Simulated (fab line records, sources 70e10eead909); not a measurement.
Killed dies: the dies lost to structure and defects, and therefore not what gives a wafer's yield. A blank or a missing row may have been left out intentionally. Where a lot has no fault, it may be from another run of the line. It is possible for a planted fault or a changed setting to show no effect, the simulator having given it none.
8D (eight disciplines) problem report, filled in by code / flow nand_harc / the parts of the form that need people (team, actions taken, sign-off) are left out

1. THE PROBLEM
Mean of cd_nm at NHARC_P_ZERO_WELL_CD_MEAS_37: 727.3 nm across 3 wafers in 2 lots; on wafers with no fault it is 718.9 nm (standard deviation 1.7). Relative to the usual mean, that is a shift of +4.9 standard deviations.
The step: target cd 720 nm.
Earliest sighting: wafer L954.2 on cd_sem-03 at day 4 12:18. At this step, 35 wafers from 12 lots have a number in the record. By rule, "out" or "out of limits" means more than 4 standard deviations away from the usual mean. All remaining wafers that have a number are taken as sound.

2. WHAT IT IS AND WHAT IT IS NOT
question=which readings at this step | is=cd_nm | is not=-
question=which lots | is=L954, L956 | is not=L950, L951, L953, L962, L963, L964, L966, L969, L970, L971
question=which wafers of those lots | is=L954.2, L954.5, L956.5 | is not=L956.3, L956.4
question=read on which gauges | is=cd_sem-01, cd_sem-03 | is not=cd_sem-02
question=when | is=from day 4 12:18 | is not=up to then (9 sound wafers); but 23 sound wafers of L956, L962, L963, L964, L966, L969, L970, L971 came after

3. WHAT RULES OUT EACH SUSPECT
Counting: if a tool at a process step up to the reading ran every lot that is out, it stays a suspect. Sound lots after the first of them don't rule it out here, since some wafers of a struck lot are sound.
- the gauge at NHARC_P_ZERO_WELL_CD_MEAS_37 has been ruled out. Those wafers that are out were read across 2 gauges (cd_sem-01, cd_sem-03).
- rie_diel-04 at NHARC_P_ZERO_WELL_DESCUM_26 (chemistry O2, time 3 s): kept. Every lot that is out went through it, the first being L954 (day 4 10:59); the last sound lot it ran before that was L953 (day 4 00:43).
- krf_scanner-01 at NHARC_P_ZERO_WELL_EXPOSE_34 (exposes mask P PWELL, target cd 720 nm): kept. Every lot that is out went through it, the first being L954 (day 4 12:09); the last sound lot it ran before that was L953 (day 4 01:56).
Left after counting: rie_diel-04 at NHARC_P_ZERO_WELL_DESCUM_26, krf_scanner-01 at NHARC_P_ZERO_WELL_EXPOSE_34.

4. THE CAUSE (what the simulator had put in)
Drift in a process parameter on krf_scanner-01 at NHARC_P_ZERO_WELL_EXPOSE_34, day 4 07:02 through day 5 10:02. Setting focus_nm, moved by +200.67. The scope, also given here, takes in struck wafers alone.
Counting leaves 2 suspects; this tool is one of them.

5. THE EFFECT CHAIN, in route order
Each row: a reading whose mean over the struck wafers that have a number lies more than 3 standard deviations from the usual. Only readings whose record carries a usual standard deviation are examined. hours: median over the lots of the time between each lot's start at the first step of this table that gives one and its start at this step. sigmas: the change, counted in usual standard deviations.
hours=0; step=NHARC_P_ZERO_WELL_CD_MEAS_37; reading=cd_nm; usual=718.9 nm; on struck wafers=727.3; change=+8.4; sigmas=+4.9
At these later measuring or inspecting steps, every struck wafer for which the step has a row has a number for every such reading, and none has moved that far: NHARC_END_SORT_01.

6. WHAT WOULD HAVE CAUGHT IT SOONER
5 hours passed between the start of the fault at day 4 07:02 and the first reading out of limits at a measuring or inspecting step in this record, taken at day 4 12:18.
No tool reading at NHARC_P_ZERO_WELL_EXPOSE_34 that has a usual standard deviation in the record was out on any struck wafer, so an alarm limit of 4 standard deviations on those readings would not have fired.
Among the 2 lots that are out, L956 began NHARC_P_ZERO_WELL_EXPOSE_34 on krf_scanner-01 after day 4 12:18. Holding the tool at that time would have saved it.
